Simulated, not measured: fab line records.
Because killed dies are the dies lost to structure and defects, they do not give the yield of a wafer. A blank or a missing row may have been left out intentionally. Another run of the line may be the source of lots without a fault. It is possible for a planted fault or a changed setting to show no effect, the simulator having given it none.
A lot that was struck, set against a sound lot    flow n5-finfet    14 out of 1938 route steps
Sound: wafers L136.2, L136.4, L136.5. Struck: wafer L143.4 (L143.3, L143.5, from the same lot, were not struck and are left out); the cause is given at the end.
For every step that has rows: the tool of each side, followed by ch and its chambers, followed by its first start. Under that, the readings that differ: sound wafers    struck wafers    difference of the means    sigmas: that difference in standard deviations of wafers without a fault.
alike: a reading whose means differ by less than 2 such deviations, as well as words and numbers matching on both sides. not compared: withheld readings; readings where some wafer has no value; bounds like >300 that might hide an equal value; numbers whose values overlap and for which the record gives no deviation.
A row with sigmas, a row that says differs or no value, or rows on one side alone: a step with any of these is where the two part. When numbers do not overlap yet have no deviation, they are printed without sigmas and do not part them. Lack of a reading on every wafer of one side parts them only where that side has two or more wafers.

first, 8 steps without rows for these wafers: N5_MIM_TOP_LITHO_HMDS_01 (time 60 s); N5_MIM_TOP_LITHO_COAT_02; N5_MIM_TOP_LITHO_EBR_04; N5_MIM_TOP_LITHO_SOFTBAKE_03 (time 90 s); N5_MIM_TOP_LITHO_EXPOSE_05 (exposes mask MIM TOP, target cd 2000 nm); N5_MIM_TOP_LITHO_PEB_06; N5_MIM_TOP_LITHO_DEVELOP_07 (develop time 60 s); N5_MIM_TOP_LITHO_HARDBAKE_09 (time 120 s).
N5_MIM_TOP_LITHO_CD_MEAS_08 targets a cd of 2000 nm.
  sound on cd-sem-01 ch 0, day 13 19:25; struck on cd-sem-01 ch 0, day 15 19:21
  alike: cd-nm
N5_MIM_TOP_LITHO_OVL_MEAS_11:
  sound on overlay-02 ch 0, day 13 19:26; struck on overlay-01 ch 0, day 15 19:22
  alike: MIM_TOP_OVL
N5_MIM_TOP_LITHO_INSPECT_12: inspects for defects (macro).
  struck on defect-inspect-02, day 15 19:24; sound on defect-inspect-02, day 13 19:28
  alike: raw-defect-count
N5_MIM_TOP_LITHO_DESCUM_10: chemistry O2, time 7.9 s.
  sound on rie-diel-03 ch 2,3, day 13 19:31; struck on rie-diel-06 ch 2, day 15 19:26
  alike: drypump-motor-current-A, o2-flow-sccm, oes-product-au, rf-vpp-V, showerhead-plenum-p-Torr, throttle-valve-pct
  not compared: rf-hours-counter-h
N5_MIM_TOP_ETCH_ETCH_00: etches TiN in Cl2/BCl3, target depth 38.5 nm.
  sound on rie-metal-03 ch 0,1, day 13 19:36; struck on rie-metal-02 ch 0, day 15 19:34
reading                                   sound              struck  difference  sigmas
bias-w (W)                                126.1 125.1 126.4  138.9   +13.0       +33
drypump-motor-current-A (A)               6.3 6.1 6.1        5.4     -0.8        -2
model.etch.depth-nm (nm)                  38.01 38.67 38.91  39.19   +0.66       
model.MIM_TOP_ETCH.feature-depth-nm (nm)  38 38.6 39         39.2    +0.7        
  alike: bcl3-flow-sccm, oes-product-au, throttle-valve-pct
  not compared: rf-hours-counter-h
N5_MIM_TOP_ETCH_STRIP_01: strips in O2.
  sound on rie-diel-04 ch 0,1,2, day 13 19:51; struck on rie-diel-01 ch 1, day 15 19:40
  alike: drypump-motor-current-A, o2-flow-sccm, oes-product-au, rf-vpp-V, showerhead-plenum-p-Torr, throttle-valve-pct
  not compared: rf-hours-counter-h

== WHERE THEY PART ==
Within this record, at N5_MIM_TOP_ETCH_ETCH_00 only. Later steps at which nothing parts them and some readings are alike: N5_MIM_TOP_ETCH_STRIP_01.

WHY: what had been put in by the simulator
rie-metal-02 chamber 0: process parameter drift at N5_MIM_TOP_ETCH_ETCH_00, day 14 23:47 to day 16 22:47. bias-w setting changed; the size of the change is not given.
